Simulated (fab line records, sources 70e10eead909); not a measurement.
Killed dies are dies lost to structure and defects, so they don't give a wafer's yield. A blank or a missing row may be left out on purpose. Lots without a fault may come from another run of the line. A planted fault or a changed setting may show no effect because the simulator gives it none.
fab line records | flow nand_harc
record lots=6 wafers=18 last_day=32
route steps=1302 shown A_ONON_D1@432 END@1302
lots that met no fault: from a run of the same line without faults
start_h: hours from the record's first day to the start of the lot's first wafer shown | wait_h: hours since the lot's step before | " the same as in the row above | L1.1+2: a row that stands for several wafers | - no value, or no start given | * or withheld: withheld | < > ~ a bound
route shown NAME@n: a module of which the file shows steps, and the number in the route of the first | usual: mean/standard deviation of fault-free wafers | same: alike in all rows | chamber/n: place in a boat | sites: the reading at each site | _std_site: their standard deviation | _edge_site: outer sites' mean less inner sites' | radius_mm: how far each site lies from the wafer's centre | mask NAME#n: copy n | behind: the tool/chamber that last shaped the wafer | hold: why the lot was held/for how many hours/how that ended | device: the transistor (n, p or np) that didn't switch | end of line: the same wafers' tests at the end of the route | a step without rows: its recipe alone | killed: dies lost to structure and defects at the first sort, not the wafer's yield | map: a wafer's dies, x killed, . not, _ none there
set.NAME: the setting as run; set.NAME@STEP: as run at that earlier step | model.NAME: the simulator's own value behind a step, which no gauge read
lots at some steps of the route; a table a step, a row a wafer
services: from which hour (start_h, from the record's first day; less than 0 if before it) a tool's chamber was out of use, for how many hours, and why
## steps
# step NHARC_A_ONON_D1_DEP_12
# recipe target_thk_a=10000 n2_flow_sccm=2750 n2o_flow_sccm=2000 nh3_flow_sccm=500 sih4_flow_sccm=210 temp_c=400
# step NHARC_A_ONON_D1_THK_MEAS_14
# recipe thk_meas_gauge=ellipsometry
# usual thk_nm=998/12
# columns lot.wafer tool chamber start_h wait_h thk_nm
L910.2 film_metro-02 - 189.79 - 983
L910.3 " - " " 982
L910.5 " - " " 984
L917.1 film_metro-02 - 267.50 - 984
L917.3 " - " " 985
L917.4 " - " " 985
L918.1 film_metro-02 - 271.77 - 989
L918.2 " - " " 990
L918.4 " - " " 989
L919.1 film_metro-02 - 290.51 - 994
L919.3 " - " " 993
L919.4 " - " " 994
L922.2 film_metro-01 - 311.48 - 986
L922.4 " - " " 988
L922.6 " - " " 987
L927.1 film_metro-01 - 361.19 - 1020
L927.3 " - " " 1018
L927.6 " - " " 1017
# step NHARC_A_ONON_D1_ANNEAL_15
# recipe temp_c=750 time_s=3600
# step NHARC_A_ONON_D1_DEP_16
# recipe target_thk_a=10000 n2_flow_sccm=2750 n2o_flow_sccm=2000 nh3_flow_sccm=500 sih4_flow_sccm=210 temp_c=400
# step NHARC_A_ONON_D1_THK_MEAS_18
# recipe thk_meas_gauge=ellipsometry
# usual thk_nm=1000/11
# columns lot.wafer tool chamber start_h wait_h thk_nm
L910.2 film_metro-01 - 201.25 - 1008
L910.3 " - " " 1007
L910.5 " - " " 1007
L917.1 film_metro-02 - 275.75 - 990
L917.3 " - " " 989
L917.4 " - " " 990
L918.1 film_metro-01 - 279.56 - 988
L918.2 " - " " 988
L918.4 " - " " 988
L919.1 film_metro-02 - 298.24 - 991
L919.3 " - " " 992
L919.4 " - " " 992
L922.2 film_metro-01 - 324.48 - 1001
L922.4 " - " " 1002
L922.6 " - " " 1000
L927.1 film_metro-02 - 372.91 - 1010
L927.3 " - " " 1011
L927.6 " - " " 1011
# step NHARC_A_ONON_D1_DEP_19
# recipe target_thk_a=10000 n2_flow_sccm=2750 n2o_flow_sccm=2000 nh3_flow_sccm=500 sih4_flow_sccm=210 temp_c=400
# step NHARC_A_ONON_D1_THK_MEAS_21
# recipe thk_meas_gauge=ellipsometry
# usual thk_nm=1000/6.8
# columns lot.wafer tool chamber start_h wait_h thk_nm
L910.2 film_metro-01 - 201.82 - 987
L910.3 " - " " 986
L910.5 " - " " 986
L917.1 film_metro-01 - 276.32 - 1001
L917.3 " - " " 1004
L917.4 " - " " 1000
L918.1 film_metro-02 - 280.12 - 1006
L918.2 " - " " 1004
L918.4 " - " " 1005
L919.1 film_metro-02 - 298.81 - 996
L919.3 " - " " 995
L919.4 " - " " 996
L922.2 film_metro-01 - 325.06 - 999
L922.4 " - " " 998
L922.6 " - " " 999
L927.1 film_metro-02 - 373.58 - 1002
L927.3 " - " " 1002
L927.6 " - " " 1001
# step NHARC_A_ONON_D1_DEP_22
# recipe target_thk_a=10000 n2_flow_sccm=2750 n2o_flow_sccm=2000 nh3_flow_sccm=500 sih4_flow_sccm=210 temp_c=400
# step NHARC_A_ONON_D1_THK_MEAS_24
# recipe thk_meas_gauge=ellipsometry
# usual thk_nm=1001/9.2
# columns lot.wafer tool chamber start_h wait_h thk_nm
L910.2 film_metro-01 - 202.38 - 1013
L910.3 " - " " 1012
L910.5 " - " " 1012
L917.1 film_metro-01 - 276.88 - 998
L917.3 " - " " 998
L917.4 " - " " 999
L918.1 film_metro-02 - 280.69 - 1007
L918.2 " - " " 1005
L918.4 " - " " 1004
L919.1 film_metro-01 - 299.39 - 993
L919.3 " - " " 993
L919.4 " - " " 991
L922.2 film_metro-02 - 325.63 - 1016
L922.4 " - " " 1016
L922.6 " - " " 1012
L927.1 film_metro-01 - 374.17 - 1005
L927.3 " - " " 1003
L927.6 " - " " 1003
# step NHARC_A_ONON_D1_DEP_25
# recipe target_thk_a=10000 n2_flow_sccm=2750 n2o_flow_sccm=2000 nh3_flow_sccm=500 sih4_flow_sccm=210 temp_c=400
# step NHARC_A_ONON_D1_THK_MEAS_27
# recipe thk_meas_gauge=ellipsometry
# usual thk_nm=1002/13
# columns lot.wafer tool chamber start_h wait_h thk_nm
L910.2 film_metro-01 - 202.95 - 999
L910.3 " - " " 999
L910.5 " - " " 1000
L917.1 film_metro-01 - 277.45 - 999
L917.3 " - " " 1002
L917.4 " - " " 1000
L918.1 film_metro-02 - 281.25 - 1032
L918.2 " - " " 1032
L918.4 " - " " 1033
L919.1 film_metro-01 - 299.96 - 1003
L919.3 " - " " 1004
L919.4 " - " " 1002
L922.2 film_metro-01 - 326.20 - 1009
L922.4 " - " " 1010
L922.6 " - " " 1009
L927.1 film_metro-01 - 374.74 - 1010
L927.3 " - " " 1010
L927.6 " - " " 1012
# step NHARC_A_ONON_D1_DEP_28
# recipe target_thk_a=10000 n2_flow_sccm=2750 n2o_flow_sccm=2000 nh3_flow_sccm=500 sih4_flow_sccm=210 temp_c=400
# usual susceptor_temp_C=400.03/0.22
# columns lot.wafer tool chamber start_h wait_h susceptor_temp_C
L910.2 pecvd_onon-04 0 203.06 0.1 400.20
L910.3 " 0 " " 400.11
L910.5 " 0 " " 399.85
L917.1 pecvd_onon-04 0 277.51 0.1 400.08
L917.3 " 0 " " 400.03
L917.4 " 0 " " 399.84
L918.1 pecvd_onon-04 0 281.31 0.1 399.70
L918.2 " 0 " " 400.04
L918.4 " 0 " " 400.17
L919.1 pecvd_onon-01 0 300.01 0.1 399.74
L919.3 " 0 " " 399.63
L919.4 " 0 " " 399.63
L922.2 pecvd_onon-04 0 326.31 0.1 400.16
L922.4 " 0 " " 400.10
L922.6 " 0 " " 400.10
L927.1 pecvd_onon-01 0 374.79 0.1 399.96
L927.3 " 0 " " 400.03
L927.6 " 0 " " 400.04
# step NHARC_A_ONON_D1_THK_MEAS_30
# recipe thk_meas_gauge=ellipsometry
# usual thk_nm=1001/9.4
# columns lot.wafer tool chamber start_h wait_h thk_nm
L910.2 film_metro-01 - 203.51 - 988
L910.3 " - " " 987
L910.5 " - " " 988
L917.1 film_metro-01 - 278.02 - 1005
L917.3 " - " " 1007
L917.4 " - " " 1006
L918.1 film_metro-01 - 281.82 - 1532
L918.2 " - " " 1531
L918.4 " - " " 1532
L919.1 film_metro-02 - 300.53 - 992
L919.3 " - " " 992
L919.4 " - " " 993
L922.2 film_metro-02 - 326.76 - 1542
L922.4 " - " " 1543
L922.6 " - " " 1542
L927.1 film_metro-01 - 375.31 - 997
L927.3 " - " " 996
L927.6 " - " " 999
# step NHARC_A_ONON_D1_DEP_33
# recipe target_thk_a=2000 temp_c=400 pressure_torr=6.5 rf_w=900 teos_flow_sccm=161.4 flow_sccm=2650 target_thk_nm=200 gas=O2 material=SiO2
# usual heater_power_w=533/98 showerhead_vpp_V=1892/70 susceptor_temp_C=399.95/0.23 throttle_valve_pct=15.8/0.5
# columns lot.wafer tool chamber start_h wait_h heater_power_w showerhead_vpp_V since_wet_clean_h susceptor_temp_C throttle_valve_pct
L910.3 pecvd-04 0 203.57 0.1 614 2000 102 400.04 15.6
L910.2 " 2 " " 511 1942 102 400.34 15.4
L910.5 " 2 " " 522 1896 - 400.24 15.4
L917.1 pecvd-01 1 278.08 0.1 441 1903 135 399.95 16.0
L917.3 " 0 " " 585 1817 135 399.84 16.9
L917.4 " 0 " " 585 1820 - 399.57 17.2
L918.1 pecvd-01 0 281.87 0.1 661 1822 139 400.02 16.9
L918.2 " 1 " " 546 1959 139 400.33 16.0
L918.4 " 1 " " 542 1943 - 399.93 15.9
L919.1 pecvd-03 2 300.63 0.1 603 1919 102 400.09 15.3
L919.3 " 0 " " 601 1905 102 399.89 16.0
L919.4 " 0 " " 601 1893 - 399.84 15.5
L922.2 pecvd-04 1 326.87 0.1 336 1913 45 399.97 15.7
L922.4 " 0 " " 639 1991 - 400.16 15.3
L922.6 " 1 " " 344 1906 - 399.98 15.6
L927.3 pecvd-01 1 375.36 0.1 513 1918 51 399.94 15.4
L927.1 " 2 " " 583 1707 51 400.19 15.6
L927.6 " 1 " " 518 1956 - 400.23 15.5
# step NHARC_END_SORT_01
# recipe temp_c=25
# usual killed_at_array=52/18 killed_at_other=0.6/0.83 killed_at_periphery=4.3/2.8 killed_dies=57/19 killed_open=3.4/2 killed_short=2.5/1.7
# same gross_dies=677
# columns lot.wafer tool chamber start_h wait_h killed_at_array killed_at_other killed_at_periphery killed_dies killed_open killed_short
L918.1 prober-02 0 658.43 2.5 670 1 6 677 6 1
L918.2 prober-02 0 659.22 2.8 670 1 6 677 6 4
L918.4 prober-02 0 660.81 3.4 666 0 11 677 2 2
# killed by level:class
L918.1 A_ONON_D1:area_dep=593 A_CHANNEL_HOLE_D1:chamber_film_flake=32 A_SLIT:chamber_film_flake=18 A_CONTACT:chamber_film_flake=10 A_CHANNEL_HOLE_D2:chamber_film_flake=8 P_CONTACT:chamber_film_flake=3 A_DECK1_JOINT:geometric_particle:open=2 P_CONTACT:geometric_particle:open=1
L918.2 A_ONON_D1:area_dep=601 A_CHANNEL_HOLE_D1:chamber_film_flake=31 A_SLIT:chamber_film_flake=14 A_CHANNEL_HOLE_D2:chamber_film_flake=8 A_CONTACT:chamber_film_flake=6 A_CHANNEL_FILL_D2:chamber_film_flake=3 A_DECK1_JOINT:geometric_particle:short=2 A_CHANNEL_FILL_D2:geometric_particle:short=2
L918.4 A_ONON_D1:area_dep=602 A_CHANNEL_HOLE_D1:chamber_film_flake=30 A_SLIT:chamber_film_flake=11 A_CHANNEL_HOLE_D2:chamber_film_flake=9 A_CONTACT:chamber_film_flake=9 P_STI:chamber_film_flake=5 P_CONTACT:chamber_film_flake=2 A_STAIRCASE:chamber_film_flake=2
# map L918.1 (x killed, . not)
____________x____________
_________xxxxxxx_________
_______xxxxxxxxxxx_______
______xxxxxxxxxxxxx______
_____xxxxxxxxxxxxxxx_____
____xxxxxxxxxxxxxxxxx____
____xxxxxxxxxxxxxxxxx____
___xxxxxxxxxxxxxxxxxxx___
___xxxxxxxxxxxxxxxxxxx___
__xxxxxxxxxxxxxxxxxxxxx__
__xxxxxxxxxxxxxxxxxxxxx__
_xxxxxxxxxxxxxxxxxxxxxxx_
_xxxxxxxxxxxxxxxxxxxxxxx_
_xxxxxxxxxxxxxxxxxxxxxxx_
_xxxxxxxxxxxxxxxxxxxxxxx_
_xxxxxxxxxxxxxxxxxxxxxxx_
xxxxxxxxxxxxxxxxxxxxxxxxx
xxxxxxxxxxxxxxxxxxxxxxxxx
xxxxxxxxxxxxxxxxxxxxxxxxx
xxxxxxxxxxxxxxxxxxxxxxxxx
xxxxxxxxxxxxxxxxxxxxxxxxx
_xxxxxxxxxxxxxxxxxxxxxxx_
_xxxxxxxxxxxxxxxxxxxxxxx_
_xxxxxxxxxxxxxxxxxxxxxxx_
_xxxxxxxxxxxxxxxxxxxxxxx_
_xxxxxxxxxxxxxxxxxxxxxxx_
__xxxxxxxxxxxxxxxxxxxxx__
__xxxxxxxxxxxxxxxxxxxxx__
___xxxxxxxxxxxxxxxxxxx___
___xxxxxxxxxxxxxxxxxxx___
____xxxxxxxxxxxxxxxxx____
____xxxxxxxxxxxxxxxxx____
_____xxxxxxxxxxxxxxx_____
______xxxxxxxxxxxxx______
_______xxxxxxxxxxx_______
_________xxxxxxx_________
____________x____________
# map L910.2 (x killed, . not)
____________x____________
_________......._________
_______..........._______
______......x..x...______
_____..............._____
____.................____
____.................____
___...................___
___...................___
__.....................__
__.....................__
_x...........x.........._
_......................._
_.................x....._
_...........xxx........._
_......................._
...x.......x...x.........
.......x.................
.......x.........x.......
....................x....
....x..........x.........
_......................._
_......................._
_......................._
_..x...........xx......._
_......................._
__.x.........x.........__
__.....................__
___.................x.___
___.x.................___
____.................____
____x...............x____
_____..............x_____
______.x...........______
_______..........._______
_________...x..._________
____________.____________
## services
# columns tool chamber start_h hours kind
pecvd-03 - 185.44 13.0 pm
pecvd-03 0 185.44 13.0 vent_cycle
pecvd-03 1 185.44 13.0 vent_cycle
pecvd-03 2 185.44 13.0 vent_cycle
pecvd-03 0 198.44 - clean
pecvd-01 1 253.20 4.9 repair
pecvd_onon-01 - 269.21 13.0 pm
pecvd-04 - 269.23 13.0 pm
pecvd-04 0 269.23 13.0 vent_cycle
pecvd-04 1 269.23 13.0 vent_cycle
pecvd-04 2 269.23 13.0 vent_cycle
pecvd-04 0 282.23 - clean
pecvd-04 1 282.23 - clean
pecvd-04 2 282.23 - clean
pecvd-01 - 311.00 13.0 pm
pecvd-01 0 311.00 13.0 vent_cycle
pecvd-01 1 311.00 13.0 vent_cycle
pecvd-01 2 311.00 13.0 vent_cycle
pecvd_onon-04 - 311.00 13.0 pm
pecvd-01 0 324.00 - clean
pecvd-01 1 324.00 - clean
pecvd-01 2 324.00 - clean
pecvd-01 1 346.27 3.7 repair
pecvd-03 - 366.59 13.0 pm
## key
first_sign step=NHARC_A_ONON_D1_THK_MEAS_30 reading=thk_nm direction=up sigmas=57 usual=1001 struck=1537
effect step=NHARC_END_SORT_01 reading=killed_at_array direction=up sigmas=34 usual=52 struck=669
more_kills_born_at NHARC_A_ONON_D1_DEP_28@pecvd_onon-04=1796
met_at NHARC_A_ONON_D1_DEP_28
struck_wafers L918.1,L918.2,L918.4,L922.2,L922.4,L922.6
later_rows_left_out L918.1,L918.2,L918.4,L922.2,L922.4,L922.6
sort_left_out L922.2,L922.4,L922.6
tester_left_out L918,L922
onset_between 277.51 281.31
fault kind=process_parameter_drift tool=pecvd_onon-04 chamber=0 onset_h=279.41 steps=NHARC_A_ONON_D1_DEP_28 channel=target_thk_a offset=* shape=step acts_in=* stated=*
# tester_left_out: of these lots the tester's yield and bins aren't shown, on N5 and GAA mostly nor the transistor test; their killed dies are dies lost to structure and defects alone, not to doping, threshold or leakage, so they don't give the yield
# sort_left_out: the simulated sort isn't trusted on such a fault, so these wafers' sort isn't shown, and their yield isn't known
# later_rows_left_out: the simulator's readings of these wafers behind a module that went badly wrong aren't trusted and aren't shown, but for the sort
